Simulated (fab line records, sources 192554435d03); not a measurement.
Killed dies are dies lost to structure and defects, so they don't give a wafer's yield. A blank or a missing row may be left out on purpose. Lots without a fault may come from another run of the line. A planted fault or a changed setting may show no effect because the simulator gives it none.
Which tool did it? | flow n5_finfet | 10 lots, 30 wafers sampled, at 5 steps of a route of 1938

WHAT THE GAUGES READ, wafer by wafer
N5_BEOL_M4_RC_MEAS_101.
lot  | measured     | on        | CJ_N           | DIBL_N (mV/V)  | DIBL_P (mV/V)  | IOFF_N (nA/um)    | IOFF_N_85C (nA/um) | IOFF_N_LIN (nA/um) | IOFF_P (nA/um)    | ION_N (uA/um) | ION_P (uA/um) | RS_PWELL (ohm/sq) | SS_N (mV/dec)     | SS_P (mV/dec)  | VT_N (mV)         | VT_N_LVT (mV)    | VT_P (mV)
L797 | day 9 04:07  | prober-01 | 4.25 4.25 4.29 | 39.0 36.3 36.8 | 37.5 36.0 35.1 | 0.173 0.139 0.135 | 3.3 2.7 2.7        | 0.078 0.068 0.064  | 0.234 0.203 0.192 | 668 675 670   | 458 463 453   | 2975 2967 3002    | 72.5 70.9 72.2    | 74.6 73.4 73.6 | 250.1 250.3 253.8 | 98.3 99.2 101.6  | -247.6 -250.4 -255.3
L799 | day 10 12:52 | prober-01 | 4.09 4.25 4.22 | 35.6 34.9 35.7 | 36.9 35.4 35.9 | 0.152 0.134 0.153 | 3.1 2.8 3.1        | 0.074 0.068 0.073  | 0.178 0.170 0.178 | 669 670 671   | 451 456 455   | 2987 3005 2987    | 71.1 71.3 72.0    | 73.6 73.3 73.3 | 248.7 249.2 251.5 | 95.7 98.1 97.3   | -253.7 -252.4 -253.4
L800 | day 10 03:50 | prober-01 | 4.24 4.20 4.20 | 35.0 35.6 36.1 | 36.1 37.4 37.8 | 0.126 0.148 0.149 | 2.5 2.9 2.9        | 0.061 0.070 0.068  | 0.198 0.235 0.227 | 669 679 668   | 459 473 458   | 3027 3041 2990    | 70.9 71.3 71.5    | 72.1 73.1 72.3 | 255.9 248.9 251.6 | 104.8 98.8 101.4 | -249.1 -247.1 -248.8
L801 | day 10 22:22 | prober-01 | 4.31 4.29 4.31 | 37.2 36.5 35.9 | 37.1 36.6 35.2 | 0.172 0.161 0.140 | 3.3 3.1 2.8        | 0.080 0.075 0.066  | 0.244 0.243 0.227 | 676 672 669   | 472 467 469   | 3024 3065 3023    | 71.9 71.8 71.0    | 73.9 73.0 72.7 | 248.4 247.0 252.1 | 97.6 98.6 103.0  | -244.4 -247.3 -248.4
L802 | day 11 10:13 | prober-01 | 4.51 4.47 4.53 | 36.3 34.8 36.3 | 36.4 33.7 35.6 | 0.166 0.135 0.171 | 3.2 2.6 3.2        | 0.077 0.066 0.078  | 0.199 0.167 0.199 | 684 677 691   | 462 463 465   | 3030 3043 3033    | 71.2 71.3 71.8    | 73.6 72.6 73.6 | 248.7 252.9 248.2 | 97.3 100.5 97.8  | -252.6 -251.8 -250.2
L804 | day 13 01:34 | prober-02 | 4.38 4.21 4.39 | 36.7 37.7 36.1 | 37.0 37.7 34.9 | 0.177 0.182 0.156 | 3.6 3.6 3.1        | 0.084 0.086 0.074  | 0.217 0.223 0.183 | 689 677 670   | 466 459 456   | 3014 3026 3013    | 71.6 72.3 71.0    | 74.0 73.2 73.2 | 250.4 245.9 249.7 | 95.6 94.7 97.7   | -248.3 -247.1 -251.6
L805 | day 17 15:38 | prober-02 | 4.45 4.33 4.38 | 35.6 35.7 36.2 | 35.6 36.2 36.6 | 0.134 0.138 0.144 | 2.6 2.7 2.8        | 0.064 0.065 0.068  | 0.184 0.190 0.195 | 670 664 668   | 460 463 461   | 2993 3015 2999    | 71.4 71.3 71.4    | 73.3 72.7 73.2 | 250.1 251.8 250.7 | 101.3 100.0 98.7 | -253.3 -253.4 -251.7
L808 | day 14 12:06 | prober-01 | 4.39 4.45 4.29 | 37.2 38.5 36.4 | 36.9 38.1 36.1 | 0.151 0.178 0.139 | 3.0 3.4 2.8        | 0.070 0.076 0.065  | 0.183 0.206 0.181 | 670 664 658   | 455 452 447   | 2995 2986 2966    | 71.2 72.3 71.2    | 73.8 73.0 73.0 | 251.3 250.4 253.2 | 97.3 96.8 99.7   | -253.2 -249.8 -252.0
L816 | day 17 07:20 | prober-02 | 1.95 1.94 1.94 | 68.5 63.4 64.6 | 36.8 37.5 35.6 | 4.477 3.345 3.368 | 50.6 40.1 40.1     | 0.288 0.251 0.241  | 0.218 0.219 0.199 | 704 710 691   | 467 468 463   | 1908 1868 1899    | 106.5 100.6 103.7 | 73.0 72.6 73.0 | 241.0 242.8 242.5 | 90.1 89.8 91.6   | -247.3 -248.5 -250.6
L817 | day 17 06:04 | prober-02 | 1.96 1.95 1.96 | 68.3 60.9 67.8 | 36.4 40.9 37.2 | 4.200 2.958 4.553 | 48.4 36.7 52.0     | 0.275 0.272 0.301  | 0.210 0.301 0.236 | 702 724 703   | 466 479 471   | 1890 1881 1890    | 106.7 96.2 105.3  | 72.9 74.0 73.1 | 242.5 236.4 238.8 | 93.7 87.3 90.7   | -250.0 -244.8 -247.0

WHICH TOOL RAN EACH LOT (tool, then ch and the chambers of the sampled wafers, then the start)
lot  | N5_WELL_APT_IMPLANT_32         | N5_BEOL_M4_ANNEAL_87         | N5_BEOL_M4_SPUTTER_88        | N5_BEOL_M4_ANNEAL_91
L797 | implanter-02 ch 0, day 1 15:43 | pvd_sputter-02, day 9 01:58  | pvd_sputter-02, day 9 02:07  | pvd_sputter-02, day 9 02:25
L799 | implanter-02 ch 0, day 2 03:44 | pvd_sputter-01, day 10 10:16 | pvd_sputter-01, day 10 10:25 | pvd_sputter-01, day 10 10:43
L800 | implanter-02 ch 0, day 2 09:19 | pvd_sputter-01, day 10 01:38 | pvd_sputter-01, day 10 01:46 | pvd_sputter-01, day 10 02:04
L801 | implanter-02 ch 0, day 2 15:25 | pvd_sputter-01, day 10 19:47 | pvd_sputter-01, day 10 19:56 | pvd_sputter-01, day 10 20:14
L802 | implanter-02 ch 0, day 2 21:14 | pvd_sputter-01, day 11 08:05 | pvd_sputter-01, day 11 08:13 | pvd_sputter-01, day 11 08:31
L804 | implanter-02 ch 0, day 3 09:11 | pvd_sputter-01, day 12 23:16 | pvd_sputter-01, day 12 23:25 | pvd_sputter-01, day 12 23:43
L805 | implanter-02 ch 0, day 3 15:14 | pvd_sputter-02, day 17 13:30 | pvd_sputter-02, day 17 13:38 | pvd_sputter-02, day 17 13:56
L808 | implanter-01 ch 0, day 4 09:40 | pvd_sputter-03, day 14 09:59 | pvd_sputter-03, day 14 10:07 | pvd_sputter-03, day 14 10:25
L816 | implanter-01 ch 0, day 6 09:47 | pvd_sputter-02, day 17 05:08 | pvd_sputter-02, day 17 05:16 | pvd_sputter-02, day 17 05:34
L817 | implanter-02 ch 0, day 6 15:47 | pvd_sputter-01, day 17 03:56 | pvd_sputter-01, day 17 04:05 | pvd_sputter-01, day 17 04:23
- N5_WELL_APT_IMPLANT_32
- N5_BEOL_M4_ANNEAL_87: time 240 s.
- N5_BEOL_M4_SPUTTER_88: material Cu, target thk 4.5 nm, time 8.29 s.
- N5_BEOL_M4_ANNEAL_91: time 240 s.

WHAT THE TOOLS THEMSELVES READ (means of the sampled wafers that have a number; where no wafer has one, the mark that the record gives instead)
N5_WELL_APT_IMPLANT_32.
lot  | tool         | beam_on_s (s)
L797 | implanter-02 | 10.25
L799 | implanter-02 | 10.02
L800 | implanter-02 | 9.95
L801 | implanter-02 | 9.96
L802 | implanter-02 | 9.84
L804 | implanter-02 | 10.12
L805 | implanter-02 | 9.85
L808 | implanter-01 | 9.89
L816 | implanter-01 | 9.90
L817 | implanter-02 | 9.94

N5_BEOL_M4_ANNEAL_87.
lot  | tool           | heater_power_w (W)
L797 | pvd_sputter-02 | 876
L799 | pvd_sputter-01 | 743
L800 | pvd_sputter-01 | 748
L801 | pvd_sputter-01 | 794
L802 | pvd_sputter-01 | 750
L804 | pvd_sputter-01 | 777
L805 | pvd_sputter-02 | 814
L808 | pvd_sputter-03 | 840
L816 | pvd_sputter-02 | 838
L817 | pvd_sputter-01 | 751

N5_BEOL_M4_SPUTTER_88.
lot  | tool           | chuck_sensor_temp_C (C) | substrate_temp_c (C) | throttle_valve_pct (%)
L797 | pvd_sputter-02 | -17.6                   | -20.01               | 30.2
L799 | pvd_sputter-01 | -16.4                   | -20.04               | 30.4
L800 | pvd_sputter-01 | -15.9                   | -20.16               | 30.4
L801 | pvd_sputter-01 | -15.9                   | -20.10               | 29.3
L802 | pvd_sputter-01 | -15.8                   | -19.95               | 30.3
L804 | pvd_sputter-01 | -16.1                   | -20.04               | 29.8
L805 | pvd_sputter-02 | -16.1                   | -19.91               | 29.6
L808 | pvd_sputter-03 | -16.1                   | -19.99               | 29.3
L816 | pvd_sputter-02 | -16.7                   | -20.00               | 30.0
L817 | pvd_sputter-01 | -15.5                   | -20.02               | 29.8

N5_BEOL_M4_ANNEAL_91.
lot  | tool           | heater_power_w (W)
L797 | pvd_sputter-02 | 896
L799 | pvd_sputter-01 | 750
L800 | pvd_sputter-01 | 756
L801 | pvd_sputter-01 | 783
L802 | pvd_sputter-01 | 760
L804 | pvd_sputter-01 | 794
L805 | pvd_sputter-02 | 820
L808 | pvd_sputter-03 | 854
L816 | pvd_sputter-02 | 847
L817 | pvd_sputter-01 | 761

THE ANSWER, worked out from the rows above alone
Rule: what is usual is taken from the lots themselves. Put in order of their means at a reading, lots are off if they are a third of the lots or fewer, leave a main group of 4 or more, and stand apart from it by a gap of 3 or more times the standard deviation of the main group's means; of several such gaps the widest counts. A main group whose means are all the same, to the digits that the tables above print for the reading, isn't used. A lot without any number at a reading at which 4 lots or more have one is off too. The other lots that the step has rows for count as sound. The gauges are gone through in route order, then the tools' own readings, and for those a lot's mean is taken as printed above. The first step at which some lot is off is used, and at that step the reading that is off furthest; a lot without a number counts as furthest.
Off: L816, L817, at N5_BEOL_M4_RC_MEAS_101 (IOFF_N). The main group: mean 0.152 nA/um, standard deviation 0.01.
A tool fits if, at a process step before that reading, it ran every lot that is off, and no sound lot after the first of them. The gauges at N5_BEOL_M4_RC_MEAS_101 are tried like those tools. None of those tried fits.

WHAT THE SIMULATOR HAD PUT IN
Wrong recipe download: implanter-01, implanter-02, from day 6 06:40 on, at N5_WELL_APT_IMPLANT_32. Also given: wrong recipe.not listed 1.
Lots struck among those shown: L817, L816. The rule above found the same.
